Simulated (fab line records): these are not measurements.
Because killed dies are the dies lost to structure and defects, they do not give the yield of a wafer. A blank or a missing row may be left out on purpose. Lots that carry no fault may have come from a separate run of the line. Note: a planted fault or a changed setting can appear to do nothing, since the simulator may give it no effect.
Split-lot study ; flow n5 finfet ; on a route of 1938 steps: 7 lots, 21 wafers read

## ON THE SPLIT
At N5_BEOL_M8_ETCH_61 (etches SiARC in CF4, target depth 45.5 nm, time 75.8 s), the setting bias w was moved away from the recipe's 36 W on 8 of the 21 wafers read, by -11.7% to +17.6%. For the rest of the wafers, this setting stayed at what the recipe calls for.

The split's own step is where the reading is taken.

## THE READING
rf vpp V, in V, at N5_BEOL_M8_ETCH_61 (etches SiARC in CF4, target depth 45.5 nm, time 75.8 s). Typical for fault-free wafers on this fab line: 184.1 V, with standard deviation 1.2 V.

wafer;tool, chamber at the split;bias w as run, W;against the recipe;rf vpp V, V;against lot-mates on the recipe
L074.1;rie diel-06, 3;36;recipe;183.7;-
L074.4;rie diel-06, 2;42.35;+17.6%;204.1;+20.0
L074.6;rie diel-06, 2;36;recipe;184.4;-
L078.1;rie diel-06, 3;36;recipe;184.5;-
L078.2;rie diel-06, 1;36;recipe;182.9;-
L078.6;rie diel-06, 3;36;recipe;183.2;-
L079.1;rie diel-05, 2;41.86;+16.3%;204.2;+18.4
L079.2;rie diel-05, 3;36;recipe;185.5;-
L079.6;rie diel-05, 3;36;recipe;186.1;-
L085.1;rie diel-06, 3;36;recipe;184.4;-
L085.3;rie diel-06, 0;36;recipe;182.7;-
L085.5;rie diel-06, 1;36;recipe;184.4;-
L094.4;rie diel-05, 1;41.26;+14.6%;201.4;+16.3
L094.5;rie diel-05, 3;36;recipe;185.1;-
L094.6;rie diel-05, 2;41.26;+14.6%;200.6;+15.5
L093.1;rie diel-01, 2;40.53;+12.6%;199.0;no lot-mate on the recipe
L093.4;rie diel-01, 2;40.53;+12.6%;198.7;no lot-mate on the recipe
L093.6;rie diel-01, 0;40.53;+12.6%;197.1;no lot-mate on the recipe
L095.1;rie diel-06, 0;31.8;-11.7%;168.5;-15.0
L095.2;rie diel-06, 1;36;recipe;182.9;-
L095.6;rie diel-06, 0;36;recipe;184.1;-

THE FIT
A straight line over all 21 wafers: rf vpp V changes by +1.18 V for each +1% of bias w; r = +0.99; the points scatter about the line by 1.1 V.
The same after taking each lot's own level away (the mean of its wafers on the recipe; 18 wafers): +1.14 V for each +1%; r = +1.00; scatter 0.72 V.
The reading moves by 20 V for the largest change in bias w, on that fit.
From 183.50 to 185.80 V: that is the span of the lots' own levels, equal to 1.9 times the standard deviation above.
Consequently the slope shifts little with the lot-to-lot level, the two slopes agreeing.
Check: +19.9 V against its lot-mates is what the line predicts for one of the wafers moved furthest among these (+17.6%) when that wafer is left out of the fit. Against them it came out at +20 V.
Tool readings at the split's step, against how far the setting was moved: rf vpp V r = +0.99.

## OTHER SPLITS ON THESE WAFERS
Note: prior to the reading, these wafers also went through further splits. Each is held against what the fit with the lots' levels taken away leaves over:
other split on the same wafers;wafers away from the commonest value;r with rf vpp V (lot level and that fit taken away)
N5_BEOL_M1_ILD_DEP_00 time s;10;+0.30
N5_BEOL_M1_PECVD_72 time s;8;-0.34
N5_BEOL_M1_COAT_22 spin rpm;9;+0.07
N5_BEOL_M1_EXPOSE_25 dose mj;9;-0.24
N5_BEOL_M4_DEP_57 time s;6;+0.12
N5_BEOL_M6_EXPOSE_25 dose mj;10;-0.36

## FILE'S OWN FIT
rf vpp V changes by +1.15 V for each +1% of bias w, r = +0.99.
